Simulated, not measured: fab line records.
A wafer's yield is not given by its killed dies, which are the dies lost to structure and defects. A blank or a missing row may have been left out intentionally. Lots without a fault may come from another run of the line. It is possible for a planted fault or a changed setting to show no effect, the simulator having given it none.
Which tool did it?    flow nand_harc    23 lots, 69 wafers sampled, at 6 steps of a route of 1159

WHAT THE GAUGES READ, wafer by wafer
The record lacks any reading of a measuring or inspecting step that a usual standard deviation could be used to judge.

WHICH TOOL RAN EACH LOT (tool, then ch and the chambers of the sampled wafers, then the start)
lot   NHARC_A_CHANNEL_HOLE_D1_ETCH_19   NHARC_A_CHANNEL_FILL_D1_ALD_03                  NHARC_A_CHANNEL_FILL_D1_ETCHBACK_19  NHARC_A_STAIRCASE_STRIP_171           NHARC_A_STAIRCASE_TRIM_14                    NHARC_A_STAIRCASE_TRIM_22
L075  har_etch-02 ch 0,1, day 8 19:25   ald_sin_batch-02 ch 0, day 10 02:43 or earlier  rie_si-01 ch 0,2,3, day 10 02:43     plasma_asher-02 ch 0,1, day 11 04:22  rie_diel-04 ch 0,1, no start                 rie_diel-05 ch 1,2, no start
L074  har_etch-01 ch 0,1, day 8 19:46   ald_sin_batch-02 ch 0, day 10 02:42 or earlier  rie_si-06 ch 1,2, day 10 02:42       plasma_asher-01 ch 0,1, day 11 04:49  rie_diel-11 ch 0,1,3, no start               rie_diel-11 ch 1,2, no start
L076  har_etch-02 ch 0,1, day 9 04:59   ald_sin_batch-02 ch 0, day 10 10:47 or earlier  rie_si-02 ch 0,1,3, day 10 10:47     plasma_asher-02 ch 0,1, day 11 12:32  rie_diel-05 ch 1,3, no start                 rie_diel-11 ch 0,1, no start
L078  har_etch-01 ch 0,1, day 9 05:28   ald_sin_batch-02 ch 0, day 10 10:49 or earlier  rie_si-06 ch 0,1,3, day 10 10:49     plasma_asher-01 ch 0,1, day 11 12:39  rie_diel-11 ch 0,2,3, no start               rie_diel-05 ch 0,1,3, no start
L077  har_etch-02 ch 0, day 9 09:08     ald_sin_batch-01 ch 0, day 10 14:59 or earlier  rie_si-06 ch 0,1,2, day 10 14:59     plasma_asher-01 ch 0,1, day 11 16:53  rie_diel-05 ch 1,2, no start                 rie_diel-05 ch 0,2, no start
L080  har_etch-01 ch 0,1, day 9 18:55   ald_sin_batch-03 ch 0, day 11 06:08 or earlier  rie_si-06 ch 1,2,3, day 11 06:08     plasma_asher-01 ch 0,1, day 12 04:45  rie_diel-11 ch 0,1,2, no start               rie_diel-04 ch 1,2,3, no start
L081  har_etch-02 ch 0,1, day 9 19:16   ald_sin_batch-01 ch 0, day 11 03:42 or earlier  rie_si-01 ch 2,3, day 11 03:42       plasma_asher-02 ch 0,1, day 12 05:17  rie_diel-11 ch 0,1, no start                 rie_diel-11 ch 0,1,2, no start
L082  har_etch-02 ch 0,1, day 10 06:49  ald_sin_batch-03 ch 0, day 11 14:34 or earlier  rie_si-02 ch 1,3, day 11 14:34       plasma_asher-02 ch 0,1, day 12 18:55  rie_diel-05 ch 1,2, no start                 rie_diel-05 ch 0,1,3, no start
L084  har_etch-02 ch 0, day 10 21:10    ald_sin_batch-02 ch 0, day 12 03:08 or earlier  rie_si-06 ch 1,2,3, day 12 03:08     plasma_asher-02 ch 0,1, day 13 06:17  rie_diel-11 ch 0,2,3, no start               rie_diel-11 ch 2,3, no start
L083  har_etch-01 ch 0,1, day 11 05:10  ald_sin_batch-03 ch 0, day 12 11:18 or earlier  rie_si-06 ch 0,1, day 12 11:18       plasma_asher-02 ch 0, day 13 13:38    rie_diel-11 ch 1,2, no start                 rie_diel-04 ch 1,3, no start
L086  har_etch-02 ch 0,1, day 12 01:10  ald_sin_batch-01 ch 0, day 13 06:57 or earlier  rie_si-06 ch 0,1,3, day 13 06:57     plasma_asher-01 ch 0,1, day 14 09:55  rie_diel-11 ch 1,2,3, no start               rie_diel-11 ch 1,2,3, no start
L088  har_etch-01 ch 0,1, day 12 01:49  ald_sin_batch-01 ch 0, day 13 06:59 or earlier  rie_si-01 ch 0,2,3, day 13 06:59     plasma_asher-02 ch 0,1, day 14 10:47  rie_diel-05 ch 0,2,3, no start               rie_diel-05 ch 0,2,3, no start
L087  har_etch-02 ch 0,1, day 12 05:21  ald_sin_batch-02 ch 0, day 13 11:55 or earlier  rie_si-06 ch 1,2, day 13 11:55       plasma_asher-02 ch 0,1, day 14 13:50  rie_diel-05 ch 0,2,3, no start               rie_diel-11 ch 2,3, no start
L085  har_etch-01 ch 0,1, day 12 05:57  ald_sin_batch-02 ch 0, day 13 11:55 or earlier  rie_si-01 ch 1,2, day 13 11:55       plasma_asher-02 ch 0,1, day 14 14:10  rie_diel-11 ch 0,3, no start                 rie_diel-05 ch 0,2,3, no start
L089  har_etch-01 ch 0,1, day 12 11:28  ald_sin_batch-02 ch 0, day 13 17:42 or earlier  rie_si-02 ch 1,2, day 13 17:42       plasma_asher-02 ch 0,1, day 14 18:51  rie_diel-11 ch 0,2,3, no start               rie_diel-11 ch 0,1,3, no start
L091  har_etch-02 ch 0,1, day 12 12:24  ald_sin_batch-02 ch 0, day 13 17:42 or earlier  rie_si-06 ch 0,1,2, day 13 17:42     plasma_asher-02 ch 0,1, day 14 19:08  rie_diel-05 ch 2,3, no start                 rie_diel-05 ch 0,2, no start
L090  har_etch-01 ch 0,1, day 12 15:38  ald_sin_batch-01 ch 0, day 14 00:24 or earlier  rie_si-06 ch 2,3, day 14 00:24       plasma_asher-01 ch 1, day 15 03:19    rie_diel-11 ch 1,2,3, no start               rie_diel-11 ch 0,1,3, no start
L093  har_etch-02 ch 0,1, day 12 18:31  ald_sin_batch-01 ch 0, day 14 00:27 or earlier  rie_si-02 ch 1,2,3, day 14 00:27     plasma_asher-01 ch 0,1, day 15 06:48  rie_diel-11 ch 0,1,3, no start               rie_diel-04 ch 0,1,2, no start
L092  har_etch-01 ch 0, day 12 19:47    ald_sin_batch-01 ch 0, day 14 00:23 or earlier  rie_si-02 ch 0,2,3, day 14 00:23     plasma_asher-02 ch 0,1, day 15 03:14  rie_diel-11 ch 1,2, no start                 rie_diel-11 ch 0,1, no start
L094  har_etch-01 ch 0,1, day 13 05:01  ald_sin_batch-02 ch 0, day 14 12:05 or earlier  rie_si-01 ch 1,2, day 14 12:05       plasma_asher-02 ch 0,1, day 15 14:05  rie_diel-05 ch 2,3, day 15 20:01 or earlier  rie_diel-05 ch 2,3, day 15 20:01
L095  har_etch-02 ch 1, day 13 05:14    ald_sin_batch-02 ch 0, day 14 12:06 or earlier  rie_si-02 ch 0,1,2, day 14 12:06     plasma_asher-01 ch 0,1, day 15 14:27  rie_diel-04 ch 0,1,3, no start               rie_diel-11 ch 0,2, no start
L096  har_etch-02 ch 0,1, day 13 16:12  ald_sin_batch-03 ch 0, day 15 01:22 or earlier  rie_si-06 ch 0,1,3, day 15 01:22     plasma_asher-01 ch 0,1, day 16 03:44  rie_diel-11 ch 0,2,3, no start               rie_diel-04 ch 1,2, no start
L097  har_etch-02 ch 0,1, day 14 02:13  ald_sin_batch-01 ch 0, day 15 13:53 or earlier  rie_si-01 ch 1,3, day 15 13:53       plasma_asher-02 ch 0,1, day 16 15:17  rie_diel-11 ch 0,1,2, no start               rie_diel-11 ch 1,2, no start
- NHARC_A_CHANNEL_HOLE_D1_ETCH_19: etches the open film in C4F8/O2/Ar, time 34.5 s.
- NHARC_A_CHANNEL_FILL_D1_ALD_03: deposits SiNx, target thk 6 nm, pulse time 60 s, ald cycles 58.
- NHARC_A_CHANNEL_FILL_D1_ETCHBACK_19: etches the open film in HBr/Cl2, target depth 5 nm, time 1.7 s.
- NHARC_A_STAIRCASE_STRIP_171: strips in O2.
- NHARC_A_STAIRCASE_TRIM_14: chemistry O2, time 211.2 s.
- NHARC_A_STAIRCASE_TRIM_22: chemistry O2, time 211.2 s.

WHAT THE TOOLS THEMSELVES READ (means of the sampled wafers that have a number; where no wafer has one, the mark that the record gives instead)
NHARC_A_CHANNEL_HOLE_D1_ETCH_19.
lot   tool         drypump_motor_current_A (A)  mfc_ar_sccm (sccm)  rf_fwd_power_W (W)  showerhead_plenum_p_Torr (Torr)  throttle_valve_pct (%)
L075  har_etch-02  5.3                          375.4               2446                3.83                             37.037
L074  har_etch-01  6.4                          375.3               2452                3.87                             37.036
L076  har_etch-02  5.3                          375.9               2454                3.83                             37.039
L078  har_etch-01  6.5                          374.8               2444                3.87                             37.044
L077  har_etch-02  5.2                          373.3               2449                3.92                             37.048
L080  har_etch-01  6.5                          374.8               2441                3.87                             37.032
L081  har_etch-02  5.3                          374.4               2450                3.82                             37.036
L082  har_etch-02  5.3                          374.4               2451                3.87                             37.033
L084  har_etch-02  5.2                          375.9               2449                3.91                             37.031
L083  har_etch-01  6.3                          375.0               2458                3.86                             37.039
L086  har_etch-02  5.3                          375.3               2455                3.86                             37.031
L088  har_etch-01  6.5                          374.9               2447                3.86                             37.039
L087  har_etch-02  5.3                          375.2               2431                3.81                             37.041
L085  har_etch-01  6.5                          374.9               2442                3.86                             37.040
L089  har_etch-01  6.4                          374.6               2450                3.85                             37.037
L091  har_etch-02  5.3                          374.7               2437                3.81                             37.040
L090  har_etch-01  6.5                          374.5               2452                3.85                             37.035
L093  har_etch-02  5.3                          375.2               2440                3.80                             37.047
L092  har_etch-01  6.6                          375.9               2436                3.85                             37.031
L094  har_etch-01  6.3                          374.5               2449                3.85                             37.047
L095  har_etch-02  5.4                          376.2               2442                3.76                             37.042
L096  har_etch-02  5.4                          374.6               2452                3.80                             37.035
L097  har_etch-02  5.3                          373.8               2458                3.84                             37.037

NHARC_A_CHANNEL_FILL_D1_ALD_03.
lot   tool              precursor_pulse_height_rel
L075  ald_sin_batch-02  1.005
L074  ald_sin_batch-02  0.985
L076  ald_sin_batch-02  1.003
L078  ald_sin_batch-02  0.979
L077  ald_sin_batch-01  1.018
L080  ald_sin_batch-03  1.020
L081  ald_sin_batch-01  0.990
L082  ald_sin_batch-03  1.008
L084  ald_sin_batch-02  0.998
L083  ald_sin_batch-03  1.024
L086  ald_sin_batch-01  1.007
L088  ald_sin_batch-01  0.995
L087  ald_sin_batch-02  1.001
L085  ald_sin_batch-02  1.003
L089  ald_sin_batch-02  0.990
L091  ald_sin_batch-02  1.003
L090  ald_sin_batch-01  1.004
L093  ald_sin_batch-01  1.024
L092  ald_sin_batch-01  1.012
L094  ald_sin_batch-02  1.015
L095  ald_sin_batch-02  0.990
L096  ald_sin_batch-03  0.994
L097  ald_sin_batch-01  0.984

NHARC_A_CHANNEL_FILL_D1_ETCHBACK_19.
lot   tool       drypump_motor_current_A (A)  oes_product_au (a.u.)  rf_fwd_power_W (W)  throttle_valve_pct (%)
L075  rie_si-01  5.7                          0.997                  388.4               26.412
L074  rie_si-06  5.7                          0.996                  390.1               26.401
L076  rie_si-02  5.2                          0.993                  391.0               26.414
L078  rie_si-06  5.9                          0.999                  390.6               26.409
L077  rie_si-06  5.9                          0.992                  389.7               26.404
L080  rie_si-06  5.7                          0.996                  389.0               26.419
L081  rie_si-01  5.8                          0.987                  388.6               26.404
L082  rie_si-02  5.2                          0.995                  391.6               26.411
L084  rie_si-06  5.7                          0.995                  389.9               26.407
L083  rie_si-06  6.2                          0.995                  391.3               26.403
L086  rie_si-06  6.0                          0.993                  390.5               26.409
L088  rie_si-01  5.7                          0.992                  390.4               26.410
L087  rie_si-06  6.2                          0.991                  391.5               26.409
L085  rie_si-01  6.1                          0.989                  390.2               26.415
L089  rie_si-02  5.9                          1.000                  390.2               26.396
L091  rie_si-06  5.9                          0.996                  391.5               26.406
L090  rie_si-06  5.2                          0.994                  389.4               26.405
L093  rie_si-02  5.8                          0.997                  390.1               26.401
L092  rie_si-02  5.6                          1.003                  390.8               26.407
L094  rie_si-01  6.1                          1.000                  389.2               26.405
L095  rie_si-02  5.7                          0.995                  390.0               26.408
L096  rie_si-06  6.0                          0.994                  391.8               26.414
L097  rie_si-01  5.7                          1.000                  390.2               26.402

NHARC_A_STAIRCASE_STRIP_171.
lot   tool             drypump_motor_current_A (A)  heater_power_w (W)
L075  plasma_asher-02  6.4                          302
L074  plasma_asher-01  5.8                          320
L076  plasma_asher-02  6.2                          302
L078  plasma_asher-01  5.8                          324
L077  plasma_asher-01  5.8                          322
L080  plasma_asher-01  5.8                          321
L081  plasma_asher-02  6.2                          299
L082  plasma_asher-02  6.4                          307
L084  plasma_asher-02  6.4                          301
L083  plasma_asher-02  5.9                          301
L086  plasma_asher-01  5.8                          319
L088  plasma_asher-02  6.4                          302
L087  plasma_asher-02  6.4                          302
L085  plasma_asher-02  6.4                          304
L089  plasma_asher-02  6.2                          306
L091  plasma_asher-02  6.4                          303
L090  plasma_asher-01  5.9                          311
L093  plasma_asher-01  5.8                          319
L092  plasma_asher-02  6.4                          303
L094  plasma_asher-02  6.4                          301
L095  plasma_asher-01  5.9                          326
L096  plasma_asher-01  5.8                          324
L097  plasma_asher-02  6.4                          304

NHARC_A_STAIRCASE_TRIM_14.
lot   tool         drypump_motor_current_A (A)  mfc_ar_sccm (sccm)  oes_product_au (a.u.)  rf_vpp_V (V)  showerhead_plenum_p_Torr (Torr)  throttle_valve_pct (%)
L075  rie_diel-04  5.6                          0.009               1.007                  58.0          3.58                             17.034
L074  rie_diel-11  5.6                          0.002               1.008                  58.4          3.59                             17.036
L076  rie_diel-05  6.0                          0.011               1.010                  57.2          3.56                             17.036
L078  rie_diel-11  5.8                          0.000               1.009                  58.1          3.64                             17.044
L077  rie_diel-05  5.6                          0.006               1.002                  58.0          3.55                             17.042
L080  rie_diel-11  5.6                          0.002               1.009                  58.3          3.63                             17.031
L081  rie_diel-11  5.4                          0.005               1.003                  57.7          3.58                             17.037
L082  rie_diel-05  5.7                          0.006               1.006                  56.5          3.54                             17.045
L084  rie_diel-11  5.8                          0.000               1.005                  57.7          3.63                             17.038
L083  rie_diel-11  5.9                          0.002               1.007                  58.1          3.71                             17.031
L086  rie_diel-11  5.8                          0.002               0.995                  58.0          3.65                             17.034
L088  rie_diel-05  5.8                          0.000               1.009                  57.6          3.45                             17.039
L087  rie_diel-05  5.9                          0.000               1.006                  56.6          3.45                             17.046
L085  rie_diel-11  5.5                          0.000               1.008                  58.4          3.54                             17.041
L089  rie_diel-11  5.8                          0.000               0.996                  57.9          3.62                             17.041
L091  rie_diel-05  5.6                          0.000               1.004                  57.8          3.43                             17.030
L090  rie_diel-11  5.8                          0.002               1.000                  58.2          3.65                             17.034
L093  rie_diel-11  5.6                          0.002               1.009                  57.8          3.57                             17.041
L092  rie_diel-11  5.9                          0.002               1.004                  58.4          3.70                             17.040
L094  rie_diel-05  5.8                          0.000               1.004                  57.2          3.38                             17.041
L095  rie_diel-04  5.7                          0.004               1.009                  57.5          3.54                             17.033
L096  rie_diel-11  5.8                          0.000               1.009                  57.2          3.61                             17.036
L097  rie_diel-11  5.7                          0.002               1.011                  57.9          3.61                             17.034

NHARC_A_STAIRCASE_TRIM_22.
lot   tool         drypump_motor_current_A (A)  mfc_ar_sccm (sccm)  oes_product_au (a.u.)  rf_vpp_V (V)  showerhead_plenum_p_Torr (Torr)  throttle_valve_pct (%)
L075  rie_diel-05  5.6                          0.006               1.011                  57.0          3.55                             17.042
L074  rie_diel-11  5.7                          0.005               1.001                  58.5          3.66                             17.037
L076  rie_diel-11  5.4                          0.002               1.008                  58.0          3.55                             17.027
L078  rie_diel-05  6.0                          0.006               1.004                  57.3          3.52                             17.043
L077  rie_diel-05  5.6                          0.000               1.012                  57.8          3.51                             17.038
L080  rie_diel-04  5.6                          0.000               1.001                  56.9          3.50                             17.038
L081  rie_diel-11  5.7                          0.002               1.003                  57.8          3.63                             17.034
L082  rie_diel-05  6.0                          0.006               1.003                  58.0          3.52                             17.033
L084  rie_diel-11  6.0                          0.000               1.010                  57.6          3.66                             17.044
L083  rie_diel-04  5.8                          0.000               0.992                  57.3          3.54                             17.030
L086  rie_diel-11  5.9                          0.002               1.007                  57.3          3.65                             17.034
L088  rie_diel-05  5.9                          0.000               1.007                  57.7          3.45                             17.031
L087  rie_diel-11  5.9                          0.000               1.004                  58.2          3.66                             17.036
L085  rie_diel-05  5.9                          0.000               1.007                  56.9          3.45                             17.030
L089  rie_diel-11  5.6                          0.002               0.997                  58.5          3.57                             17.038
L091  rie_diel-05  5.7                          0.000               1.000                  57.1          3.50                             17.024
L090  rie_diel-11  5.6                          0.002               1.003                  57.6          3.57                             17.032
L093  rie_diel-04  5.6                          0.004               1.002                  57.8          3.50                             17.042
L092  rie_diel-11  5.5                          0.005               0.995                  58.0          3.56                             17.040
L094  rie_diel-05  5.6                          0.000               0.998                  57.8          3.42                             17.038
L095  rie_diel-11  5.6                          0.000               1.005                  57.8          3.59                             17.023
L096  rie_diel-04  5.2                          0.000               1.004                  57.1          3.46                             17.037
L097  rie_diel-11  5.7                          0.005               1.001                  57.9          3.64                             17.034

THE ANSWER, worked out from the rows above alone
Rule: usual is defined by the lots themselves. Put in order of their means at a reading, lots are off if they are a third of the lots or fewer, leave a main group of 4 or more, and stand apart from it by a gap of 3 or more times the standard deviation of the main group's means; of several such gaps the widest counts. A main group is skipped when, at the precision printed for the reading in the tables above, its means are all equal. Also off: a lot with no number at a reading for which 4 or more lots have one. Where the step has rows for the other lots, those lots are counted as sound. First the gauges in route order, then the tools' own readings, where a lot's mean is used as printed above. The first step at which some lot is off is used, and at that step the reading that is off furthest; a lot without a number counts as furthest.
No lot is off on any of the readings shown, so nothing can be concluded from this.

WHAT THE SIMULATOR HAD INSERTED
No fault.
